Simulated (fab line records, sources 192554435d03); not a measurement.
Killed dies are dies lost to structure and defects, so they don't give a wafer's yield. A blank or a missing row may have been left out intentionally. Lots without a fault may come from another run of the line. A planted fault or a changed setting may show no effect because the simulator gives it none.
A lot that was struck, set against a sound lot	flow n5Finfet	29 steps out of a route of 1938
Sound: these wafers, L286.2, L286.4, L286.5. Struck: wafer L294.4 (L294.1, L294.5, from the same lot, were not struck and are left out); the cause is given at the end.
Each step with rows lists, per side, the tool, then ch with its chambers, then its first start. Under that, the readings that differ: sound wafers	struck wafers	difference of the means	sigmas: that difference in standard deviations of wafers without a fault.
alike: a reading whose means differ by less than 2 such deviations, as well as words and numbers matching on both sides. not compared: withheld readings; readings where some wafer has no value; bounds like >300 that might hide an equal value; numbers whose values overlap and for which the record gives no deviation.
The two part at a step that has a row with sigmas, a row that says differs or no value, or rows on one side only. When numbers do not overlap yet have no deviation, they are printed without sigmas and do not part them. Lack of a reading on every wafer of one side parts them only where that side has two or more wafers.

first, 9 steps without rows for these wafers: N5_BEOL_M4_COAT_73 (time 60 s, resist thk 5 nm); N5_BEOL_M4_COAT_05 (resist thk 30 nm); N5_BEOL_M4_EBR_07; N5_BEOL_M4_SOFTBAKE_06 (time 60 s); N5_BEOL_M4_EXPOSE_08 (exposes mask M4); N5_BEOL_M4_PEB_09 (peb time 60 s); N5_BEOL_M4_DEVELOP_10 (develop time 30 s); N5_BEOL_M4_DESCUM_16 (chemistry O2, time 7 s); N5_BEOL_M4_ETCH_74 (etches underlayer in N2/H2, target depth 6.5 nm, time 5.2 s).
N5_BEOL_M4_ETCH_63: etches SiARC in CF4, target depth 15.6 nm, time 26 s.
  sound on rieDiel-05 ch 0,1,2, day 7 09:18; struck on rieDiel-05 ch 3, day 9 09:22
  alike: biasW, drypumpMotorCurrentA, etchRfOnTimeS, mfcArSccm, oesProductAu, rfVppV, showerheadPlenumPTorr, throttleValvePct
  not compared: rfHoursCounterH
then, 15 steps without rows for these wafers: N5_BEOL_M4_ETCH_64 (etches SOC in N2/H2, target depth 75 nm, overetch 22.5 nm, time 121.9 s); N5_BEOL_M4_STRIP_65 (strips in N2/H2); N5_BEOL_M4_STRIP_75 (strips in N2/H2); N5_BEOL_M4_STRIP_66 (strips in CF4); N5_BEOL_M4_HM_OPEN_17 (chemistry Cl2/BCl3, target TiN, target depth 20 nm, overetch 6 nm); N5_BEOL_M4_STRIP_19 (strips in O2); N5_BEOL_M4_COAT_67 (time 60 s, resist thk 60 nm); N5_BEOL_M4_COAT_68 (time 60 s, resist thk 12 nm); N5_BEOL_M4_COAT_76 (time 60 s, resist thk 5 nm); N5_BEOL_M4_COAT_22 (resist thk 30 nm); N5_BEOL_M4_EBR_24; N5_BEOL_M4_SOFTBAKE_23 (time 60 s); N5_BEOL_M4_EXPOSE_25 (exposes mask V3, defocus 5 nm); N5_BEOL_M4_PEB_26 (peb time 60 s); N5_BEOL_M4_DEVELOP_27 (develop time 30 s).
N5_BEOL_M4_INSPECT_30: inspects for defects (brightfield).
  sound on defectInspect-01, day 7 10:21; struck on defectInspect-01, day 9 10:10
reading	sound	struck	difference	sigmas
rawDefectCount	260 265 242	938	+682	+7
then, 1 step without rows for these wafers: N5_BEOL_M4_DESCUM_33 (chemistry O2, time 7 s).
N5_BEOL_M4_RC_MEAS_101:
  sound on prober-01 ch 0, day 7 17:47; struck on prober-02 ch 0, day 10 06:32
reading	sound	struck	difference	sigmas
IOFF_P (nA/um)	0.31 0.26 0.28	0.19	-0.09	-3
VT_P (mV)	-240 -245 -244	-256	-13	-3
  alike: DIBL_N, DIBL_P, IOFF_N, ION_N, ION_P, SS_N, SS_P, VT_N
-- here the record skips 4 days between the struck wafers' starts before and after, leaving off in module BEOL_M4 and picking up in module PASSIVATION (first step shown: number 1936 of the route) --
N5_PASSIVATION_PROBE_49:
  record: rows for the struck wafers here (prober-02, day 14 13:31), none for the sound ones

WHERE THEY PART
Earliest at N5_BEOL_M4_INSPECT_30; latest, in this record, at N5_PASSIVATION_PROBE_49.

WHY: whatever the simulator had introduced
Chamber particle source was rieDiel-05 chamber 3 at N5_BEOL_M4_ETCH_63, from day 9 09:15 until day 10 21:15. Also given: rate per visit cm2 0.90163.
